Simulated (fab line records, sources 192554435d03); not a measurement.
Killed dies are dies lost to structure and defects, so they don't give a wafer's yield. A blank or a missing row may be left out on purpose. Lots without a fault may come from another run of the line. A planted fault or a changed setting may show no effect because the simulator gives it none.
Which tool did it? | flow n5_finfet | 12 lots, 35 wafers sampled, at 4 steps of a route of 1938

WHAT THE GAUGES READ, wafer by wafer
N5_BEOL_M13_INSPECT_55: inspects for defects (darkfield).
lot  | measured     | on                | raw_defect_count
L421 | day 12 00:01 | defect_inspect-02 | 47 79 58
L422 | day 12 00:50 | defect_inspect-01 | 52 95 39
L423 | day 12 12:13 | defect_inspect-01 | 85 74 134
L427 | day 13 08:07 | defect_inspect-01 | 60 98
L428 | day 14 00:52 | defect_inspect-01 | 109 142 101
L430 | day 14 07:31 | defect_inspect-01 | 52 56 62
L431 | day 14 16:57 | defect_inspect-02 | 86 80 58
L435 | day 15 12:55 | defect_inspect-01 | 42 69 84
L441 | day 17 16:56 | defect_inspect-01 | 69 62 32
L440 | day 17 16:56 | defect_inspect-02 | 109 87 86
L443 | day 17 23:35 | defect_inspect-02 | 44 73 48
L442 | day 17 23:46 | defect_inspect-02 | 59 73 70

N5_BEOL_M14_CD_MEAS_17: target cd 250 nm.
lot  | measured     | on        | cd_nm (nm)
L421 | day 12 01:35 | cd_sem-02 | 248.6 251.8 248.5
L422 | day 12 02:06 | cd_sem-02 | 252.5 249.9 247.1
L423 | day 12 13:16 | cd_sem-01 | 254.2 250.3 254.4
L427 | day 13 09:17 | cd_sem-01 | 250.4 252.3
L428 | day 14 02:03 | cd_sem-03 | 251.0 247.5 244.4
L430 | day 14 08:34 | cd_sem-03 | 254.1 245.9 249.2
L431 | day 14 18:08 | cd_sem-01 | 252.9 253.2 251.2
L435 | day 15 14:05 | cd_sem-01 | 253.1 251.1 249.3
L441 | day 17 18:17 | cd_sem-03 | 250.1 249.6 254.7
L440 | day 17 18:07 | cd_sem-02 | 255.7 252.5 258.2
L443 | day 18 00:51 | cd_sem-03 | 252.6 256.6 254.6
L442 | day 18 00:55 | cd_sem-03 | 254.8 250.3 250.6

WHICH TOOL RAN EACH LOT (tool, then ch and the chambers of the sampled wafers, then the start)
lot  | N5_BEOL_M13_CMP_49            | N5_BEOL_M14_STRIP_63
L421 | cmp-04 ch 2,3, day 11 23:36   | rie_diel-01 ch 0,2, day 12 01:00
L422 | cmp-04 ch 0,2,3, day 12 00:25 | rie_diel-01 ch 0,1,2, day 12 01:00
L423 | cmp-03 ch 0,2,3, day 12 11:46 | rie_diel-01 ch 1,3, day 12 13:00
L427 | cmp-01 ch 1,3, day 13 07:46   | rie_diel-04 ch 0,2, day 13 09:00
L428 | cmp-01 ch 0,2, day 14 00:28   | rie_diel-01 ch 2,3, day 14 01:00
L430 | cmp-03 ch 0,2,3, day 14 07:10 | rie_diel-01 ch 0,1,3, day 14 08:00
L431 | cmp-01 ch 1,2,3, day 14 16:34 | rie_diel-04 ch 0,2, day 14 17:00
L435 | cmp-04 ch 0,1, day 15 12:27   | rie_diel-02 ch 1,2,3, day 15 13:00
L441 | cmp-04 ch 1,2, day 17 16:29   | rie_diel-04 ch 0,1,3, day 17 18:00
L440 | cmp-01 ch 0,3, day 17 16:31   | rie_diel-01 ch 2,3, day 17 17:00
L443 | cmp-01 ch 1,2,3, day 17 23:11 | rie_diel-02 ch 0,1,3, day 18 00:00
L442 | cmp-03 ch 1,2,3, day 17 23:24 | rie_diel-04 ch 0,2,3, day 18 00:00
- N5_BEOL_M13_CMP_49: polishes, stops on SiOC, t overpolish 17.1 s, target thk 420 nm.
- N5_BEOL_M14_STRIP_63: strips in O2.

WHAT THE TOOLS THEMSELVES READ (means of the sampled wafers that have a number; where no wafer has one, the mark that the record gives instead)
N5_BEOL_M13_CMP_49.
lot  | tool   | barrier_field_endpoint_s (s) | motor_current_A (A) | overpolish_run_s (s) | retaining_ring_pressure_frac
L421 | cmp-04 | 30.2                         | 6.5                 | 17.098               | 1.003
L422 | cmp-04 | 29.9                         | 6.7                 | 17.099               | 1.002
L423 | cmp-03 | 30.9                         | 5.9                 | 17.093               | 0.993
L427 | cmp-01 | 29.6                         | 6.0                 | 17.093               | 1.005
L428 | cmp-01 | 30.9                         | 6.8                 | 17.104               | 1.001
L430 | cmp-03 | 31.2                         | 6.1                 | 17.104               | 1.003
L431 | cmp-01 | 30.7                         | 6.1                 | 17.100               | 0.999
L435 | cmp-04 | 31.1                         | 7.3                 | 17.094               | 1.000
L441 | cmp-04 | 29.6                         | 7.2                 | 17.094               | 1.005
L440 | cmp-01 | 29.9                         | 5.6                 | 17.105               | 1.001
L443 | cmp-01 | 30.0                         | 6.0                 | 17.091               | 0.997
L442 | cmp-03 | 31.6                         | 6.0                 | 17.099               | 0.996

N5_BEOL_M14_STRIP_63.
lot  | tool        | chamber_pressure_mTorr (mTorr) | drypump_motor_current_A (A) | oes_product_au (a.u.) | rf_vpp_V (V) | showerhead_plenum_p_Torr (Torr) | throttle_valve_pct (%)
L421 | rie_diel-01 | 30.00                          | 6.0                         | 0.75                  | 3.6          | 2.05                            | 16.84
L422 | rie_diel-01 | 30.03                          | 5.9                         | 0.76                  | 3.8          | 2.05                            | 16.69
L423 | rie_diel-01 | 30.02                          | 5.5                         | 0.74                  | 4.0          | 2.01                            | 16.81
L427 | rie_diel-04 | 29.98                          | 5.2                         | 0.86                  | 2.8          | 2.18                            | 16.57
L428 | rie_diel-01 | 29.97                          | 5.5                         | 0.73                  | 4.1          | 2.04                            | 16.86
L430 | rie_diel-01 | -                              | -                           | -                     | -            | -                               | -
L431 | rie_diel-04 | -                              | -                           | -                     | -            | -                               | -
L435 | rie_diel-02 | -                              | -                           | -                     | -            | -                               | -
L441 | rie_diel-04 | 30.00                          | 5.7                         | 0.83                  | 4.2          | 2.16                            | 16.61
L440 | rie_diel-01 | 30.02                          | 5.5                         | 0.71                  | 4.2          | 2.07                            | 16.79
L443 | rie_diel-02 | 29.97                          | 5.4                         | 0.71                  | 4.2          | 2.06                            | 16.79
L442 | rie_diel-04 | 29.96                          | 5.3                         | 0.84                  | 3.4          | 2.16                            | 16.57

THE ANSWER, worked out from the rows above alone
Rule: what is usual is taken from the lots themselves. Put in order of their means at a reading, lots are off if they are a third of the lots or fewer, leave a main group of 4 or more, and stand apart from it by a gap of 3 or more times the standard deviation of the main group's means; of several such gaps the widest counts. A main group whose means are all the same, to the digits that the tables above print for the reading, isn't used. A lot without any number at a reading at which 4 lots or more have one is off too. The other lots that the step has rows for count as sound. The gauges are gone through in route order, then the tools' own readings, and for those a lot's mean is taken as printed above. The first step at which some lot is off is used, and at that step the reading that is off furthest; a lot without a number counts as furthest.
Off: L430, L431, L435, at N5_BEOL_M14_STRIP_63 (chamber_pressure_mTorr). Without a number there: L430, L431, L435. The main group: mean 29.99 mTorr, standard deviation 0.024.
A tool fits if, at that step or a process step before it, it ran every lot that is off, and no sound lot after the first of them. None of those tried fits.

WHAT THE SIMULATOR HAD PUT IN
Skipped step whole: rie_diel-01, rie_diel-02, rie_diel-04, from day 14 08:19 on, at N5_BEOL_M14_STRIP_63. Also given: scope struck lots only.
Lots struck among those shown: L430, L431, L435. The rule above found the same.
